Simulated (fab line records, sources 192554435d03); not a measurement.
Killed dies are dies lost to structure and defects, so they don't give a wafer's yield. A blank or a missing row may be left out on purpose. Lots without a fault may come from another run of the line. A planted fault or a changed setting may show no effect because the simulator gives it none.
A struck lot beside a sound one | flow n5_finfet | 12 steps out of a route of 1938
Sound: wafers L264.1, L264.2, L264.5. Struck: wafers L270.1, L270.5, L270.6. The cause comes at the end.
At each step with rows: each side's tool, then ch and its chambers, then its first start. Under that, the readings that differ: sound wafers | struck wafers | difference of the means | sigmas: that difference in standard deviations of wafers without a fault.
alike: readings whose means differ by less than 2 such deviations, and words and numbers that are the same on both sides. not compared: withheld readings, readings that some wafer has no value for, bounds like >300 that may hide the same value, and numbers for which the record gives no deviation and whose values overlap.
The two part at a step that has a row with sigmas, a row that says differs or no value, or rows on one side only. Numbers that don't overlap but have no deviation are shown without sigmas and don't part them. A reading that every wafer of one side lacks parts them only if that side has two wafers or more.

N5_START_INSPECT_01: inspects for defects (unpatterned scan).
  sound on defect_inspect-01, day 2 00:02; struck on defect_inspect-01, day 3 12:02
  alike: raw_defect_count
then, 2 steps without rows for these wafers: N5_ZERO_LAYER_PRECLEAN_00 (cleans in SPM, time 600 s); N5_ZERO_LAYER_SRD_01 (time 30 s, dry time 30 s).
N5_ZERO_LAYER_PECVD_02: deposits SiO2 from SiH4/N2O, target thk 10 nm, time 6 s.
  sound on pecvd-02 ch 1,2, day 2 00:18; struck on pecvd-01 ch 0,1,2, day 3 12:17
  alike: heater_power_w, showerhead_plenum_p_Torr
then, 6 steps without rows for these wafers: N5_ZERO_LAYER_HMDS_04 (time 60 s); N5_ZERO_LAYER_COAT_05 (resist thk 1000 nm); N5_ZERO_LAYER_EBR_07; N5_ZERO_LAYER_SOFTBAKE_06 (time 90 s); N5_ZERO_LAYER_EXPOSE_08 (exposes mask ZERO, defocus 0 nm, target cd 2000 nm); N5_ZERO_LAYER_PEB_09.
N5_ZERO_LAYER_DEVELOP_10: develop time 60 s.
  sound on litho_track-04 ch 0, day 2 00:40; struck on litho_track-03, day 3 12:39
  no value came back on the struck wafers for chill_plate_temp_C (C), develop_time_s (s); on the sound wafers chill_plate_temp_C (C) reads 23.19 23.04 23.11
  reading                                      | sound             | struck            | difference | sigmas
  model.coat_of_ZERO_LAYER_COAT_05.thk_nm (nm) | 980.9 983.7 982.5 | 991.8 995.1 995.7 | +11.8      |
then, 1 step without rows for these wafers: N5_ZERO_LAYER_HARDBAKE_23 (time 120 s).

WHERE THEY PART
Only at N5_ZERO_LAYER_DEVELOP_10, within this record.

WHY: what the simulator had put in
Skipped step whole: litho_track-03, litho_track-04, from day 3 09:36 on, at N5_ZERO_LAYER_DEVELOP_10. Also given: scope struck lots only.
